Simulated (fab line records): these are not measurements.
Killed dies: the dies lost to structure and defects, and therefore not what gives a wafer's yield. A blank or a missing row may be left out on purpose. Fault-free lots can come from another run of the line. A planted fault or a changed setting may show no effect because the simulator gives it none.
Matching of chambers -- flow nandHarc -- NHARC_A_STAIRCASE_ETCH_444 on rieDiel-06 has 4 sister chambers
The step etches the open film in C4F8/O2, target depth 20400 nm, time 6800 s. 22 wafers are shown with their chamber, then 11 later ones without.

## EACH WAFER AND ITS CHAMBER
wafer,chamber,rfVppV (V),oesProductAu (a.u.)
L076.2,3,800,0.932
L076.4,2,814,0.928
L076.5,3,801,0.933
L077.1,0,801,0.940
L077.2,1,801,0.923
L077.3,2,811,0.931
L080.1,3,800,0.941
L080.3,2,814,0.932
L080.5,0,801,0.922
L081.1,2,812,0.953
L081.3,0,801,0.970
L081.4,1,801,0.955
L083.1,1,803,0.975
L083.4,3,798,0.962
L083.6,1,802,0.971
L084.2,3,800,0.961
L084.5,2,812,0.931
L084.6,1,802,0.950
L088.2,1,801,0.926
L088.4,0,801,0.934
L088.5,1,802,0.930
L093.2,3,801,0.927

SIGNATURES (means of the wafers above)
reading,chamber 0,chamber 1,chamber 2,chamber 3,scatter within a chamber
rfVppV,801.00,801.71,812.60,800.00,0.961
oesProductAu,0.94150,0.94714,0.93500,0.94267,0.0176
Rule: a wafer lies at a distance from a chamber equal to the root of the sum of squares, over the readings, of (its reading less the chamber's mean, divided by the reading's scatter). If the next closest chamber is less than 2 further off than the closest, the wafer can't be placed; otherwise it belongs to the closest. The scatter: take each reading less its chamber's mean, square it, sum over the shown wafers, divide by the number of wafers less the number of chambers, and take the root.

## WAFERS WHOSE CHAMBER IS MISSING
wafer,rfVppV (V),oesProductAu (a.u.)
L093.5,799,0.929
L093.6,798,0.922
L094.2,798,0.926
L094.4,811,0.928
L094.6,801,0.924
L095.2,800,0.927
L095.4,811,0.936
L095.6,800,0.933
L096.1,800,0.972
L096.2,799,0.968
L096.3,812,0.962

## WHICH CHAMBER EACH WENT THROUGH
wafer,from the rows above,in truth
L093.5,can't be placed: 3 or 0 or 1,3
L093.6,can't be placed: 3 or 0 or 1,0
L094.2,can't be placed: 3 or 0 or 1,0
L094.4,2,2
L094.6,can't be placed: 0 or 3 or 1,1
L095.2,can't be placed: 3 or 0 or 1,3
L095.4,2,2
L095.6,can't be placed: 3 or 0 or 1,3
L096.1,can't be placed: 3 or 0 or 1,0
L096.2,can't be placed: 3 or 0 or 1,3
L096.3,2,2
Correctly placed: 3 of 11. These rows do not allow placing 8 (true chamber among the candidates in 8). Wrongly placed: 0.
